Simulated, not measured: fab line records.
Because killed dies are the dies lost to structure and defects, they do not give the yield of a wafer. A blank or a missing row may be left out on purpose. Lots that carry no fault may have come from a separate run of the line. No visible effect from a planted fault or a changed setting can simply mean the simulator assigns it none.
Split-lot trial    flow n5_finfet    route with 1938 steps; 7 lots, 21 wafers read

## ON THE SPLIT
At N5_BEOL_M7_PECVD_70 (deposits SiO2 from TEOS/O2, target thk 20 nm, time 22.7 s), the setting temp_c was moved away from the recipe's 400 C on 9 of the 21 wafers read, by -3.9% to +3.8%. This setting was run at the recipe's value on the other wafers.

## FROM THE SPLIT TO THE READING: what the file shows between them, 3 steps
- N5_BEOL_M7_HM_DEP_02: deposits TiN, target thk 20 nm
- N5_BEOL_M7_COAT_59: time 60 s, resist thk 100 nm
- N5_BEOL_M7_STRIP_80: strips in N2/H2, time 10 s

## THE READING
SiO2_of_BEOL_M7_PECVD_70.thk_nm (the simulator's own value, which no gauge read), in nm, at N5_BEOL_M7_HM_STRIP_39 (strips TiN in peroxide tin strip, target depth 25 nm, time 158 s). No usual value for it is given in the file. Average 19.9 nm, standard deviation 0.19 nm, over the 12 wafers here run with the recipe.

wafer   tool, chamber at the split  temp_c as run, C  against the recipe  SiO2_of_BEOL_M7_PECVD_70.thk_nm, nm  against lot-mates on the recipe
L081.2  pecvd-01, 2                 400               recipe              19.8                                 -
L081.4  pecvd-01, 2                 415.4             +3.8%               18.2                                 -1.7
L081.5  pecvd-01, 0                 400               recipe              20                                   -
L083.2  pecvd-01, 1                 400               recipe              20.2                                 -
L083.3  pecvd-01, 2                 400               recipe              19.8                                 -
L083.6  pecvd-01, 2                 388.5             -2.9%               21.8                                 +1.8
L082.2  pecvd-02, 0                 400               recipe              20.2                                 -
L082.5  pecvd-02, 0                 400               recipe              20.2                                 -
L082.3  pecvd-02, 1                 400               recipe              20                                   -
L086.1  pecvd-02, 1                 385.6             -3.6%               21.6                                 +1.8
L086.3  pecvd-02, 0                 400               recipe              19.8                                 -
L086.5  pecvd-02, 0                 385.6             -3.6%               22                                   +2.2
L087.1  pecvd-01, 1                 400               recipe              20                                   -
L087.4  pecvd-01, 2                 386.5             -3.4%               21.6                                 +1.7
L087.5  pecvd-01, 0                 400               recipe              19.8                                 -
L092.1  pecvd-03, 2                 384.5             -3.9%               21.8                                 +2.0
L092.2  pecvd-03, 0                 400               recipe              19.8                                 -
L092.5  pecvd-03, 0                 384.5             -3.9%               22.2                                 +2.4
L096.1  pecvd-02, 1                 400               recipe              19.6                                 -
L096.2  pecvd-02, 0,2               405.3             +1.3%               18.8                                 -0.8
L096.3  pecvd-02, 0,2               405.3             +1.3%               18.8                                 -0.8
The file does not say which wafer passed through which chamber wherever a row lists several chambers: such a row stands for several wafers.

THE FIT
A straight line over all 21 wafers: SiO2_of_BEOL_M7_PECVD_70.thk_nm changes by -0.537 nm for each +1% of temp_c; r = -0.98; the points scatter about the line by 0.25 nm.
The same after taking each lot's own level away (the mean of its wafers on the recipe; 21 wafers): -0.538 nm for each +1%; r = -0.99; scatter 0.17 nm.
The reading moves by 2.1 nm for the largest change in temp_c, on that fit.
The span of the lots' own levels, 19.60 to 20.13 nm, comes to 2.8 times the standard deviation stated above.
So the lot-to-lot level changes the slope little: the two slopes agree.
Check: with one of the wafers moved furthest among these (-3.9%) left out of the fit, the line predicts +2.14 nm for it against its lot-mates. Against them it came out at +2 nm.

## FURTHER SPLITS ON THESE WAFERS
These wafers also went through other splits before the reading. Each is held against what the fit with the lots' levels taken away leaves over:
other split on the same wafers  wafers away from the commonest value  r with SiO2_of_BEOL_M7_PECVD_70.thk_nm (lot level and that fit taken away)
N5_BEOL_M5_ALD_86 ald_cycles    8                                     +0.31

## THE WHOLE CHAIN: every reading that the file lists as answering this split, in the file's order
step                    what it does                                                      reading                                                                           change (the file's fit)                r (the file's)
N5_BEOL_M7_PECVD_70     deposits SiO2 from TEOS/O2, target thk 20 nm, time 22.7 s         SiO2_of_BEOL_M7_PECVD_70.thk_nm (the simulator's own value, which no gauge read)  -0.56 nm for each +1% of the setting   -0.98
N5_BEOL_M7_HM_STRIP_39  strips TiN in peroxide tin strip, target depth 25 nm, time 158 s  SiO2_of_BEOL_M7_PECVD_70.thk_nm (the simulator's own value, which no gauge read)  -0.533 nm for each +1% of the setting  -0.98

## FILE'S OWN FIT
SiO2_of_BEOL_M7_PECVD_70.thk_nm changes by -0.533 nm for each +1% of temp_c, r = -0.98.
